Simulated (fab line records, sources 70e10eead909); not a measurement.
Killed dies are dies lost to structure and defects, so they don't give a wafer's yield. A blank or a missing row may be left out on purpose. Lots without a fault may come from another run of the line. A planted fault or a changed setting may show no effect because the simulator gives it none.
Chamber matching | flow nand_harc | NHARC_A_SLIT_DESCUM_14 on rie_diel-09: 4 sister chambers
The step chemistry O2, time 3 s. 16 wafers are shown with their chamber, then 8 later ones without.

WAFERS WITH THEIR CHAMBER
wafer  | chamber | showerhead_plenum_p_Torr (Torr) | drypump_motor_current_A (A) | oes_product_au (a.u.)
L075.2 | 2       | 1.90                            | 5.8                         | 1.031
L075.4 | 0       | 1.84                            | 5.5                         | 1.013
L075.6 | 2       | 1.90                            | 5.8                         | 1.028
L074.1 | 1       | 1.94                            | 5.4                         | 1.022
L074.3 | 2       | 1.90                            | 5.7                         | 1.028
L074.6 | 1       | 1.94                            | 5.4                         | 1.021
L078.1 | 2       | 1.90                            | 5.8                         | 1.029
L078.3 | 3       | 1.98                            | 5.5                         | 1.013
L078.5 | 2       | 1.90                            | 5.8                         | 1.024
L081.1 | 0       | 1.84                            | 5.5                         | 1.021
L081.4 | 3       | 1.98                            | 5.5                         | 0.967
L081.5 | 3       | 1.98                            | 5.5                         | 0.974
L089.2 | 1       | 1.94                            | 5.4                         | 0.993
L089.4 | 3       | 1.97                            | 5.5                         | 0.959
L089.5 | 3       | 1.97                            | 5.5                         | 0.966
L092.1 | 0       | 1.84                            | 5.5                         | 1.005

SIGNATURES (means of the wafers above)
reading                  | chamber 0 | chamber 1 | chamber 2 | chamber 3 | scatter within a chamber
showerhead_plenum_p_Torr | 1.8400    | 1.9400    | 1.9000    | 1.9760    | 0.00316
drypump_motor_current_A  | 5.500     | 5.400     | 5.780     | 5.500     | 0.0258
oes_product_au           | 1.01300   | 1.01200   | 1.02800   | 0.97580   | 0.0145
Rule: a wafer's distance from a chamber is the root of the sum, over the readings, of the square of ((its reading less the chamber's mean) divided by the reading's scatter). The wafer belongs to the nearest chamber; if the next one is less than 2 further off, it can't be placed. The scatter: the root of (the sum of the squares of (reading less its chamber's mean) over the shown wafers, divided by (wafers less chambers)).

WAFERS WITHOUT THEIR CHAMBER
wafer  | showerhead_plenum_p_Torr (Torr) | drypump_motor_current_A (A) | oes_product_au (a.u.)
L092.2 | 1.97                            | 5.5                         | 0.966
L092.4 | 1.84                            | 5.5                         | 1.009
L093.2 | 1.94                            | 5.4                         | 0.992
L093.4 | 1.97                            | 5.5                         | 0.980
L093.6 | 1.89                            | 5.8                         | 0.993
L095.3 | 1.84                            | 5.5                         | 0.995
L095.4 | 1.94                            | 5.4                         | 1.007
L095.5 | 1.94                            | 5.4                         | 0.998

WHICH CHAMBER EACH WENT THROUGH
wafer  | from the rows above | in truth
L092.2 | 3                   | 3
L092.4 | 0                   | 0
L093.2 | 1                   | 1
L093.4 | 3                   | 3
L093.6 | 2                   | 2
L095.3 | 0                   | 0
L095.4 | 1                   | 1
L095.5 | 1                   | 1
Placed correctly: 8 of 8. Can't be placed from these rows: 0. Placed wrongly: 0.
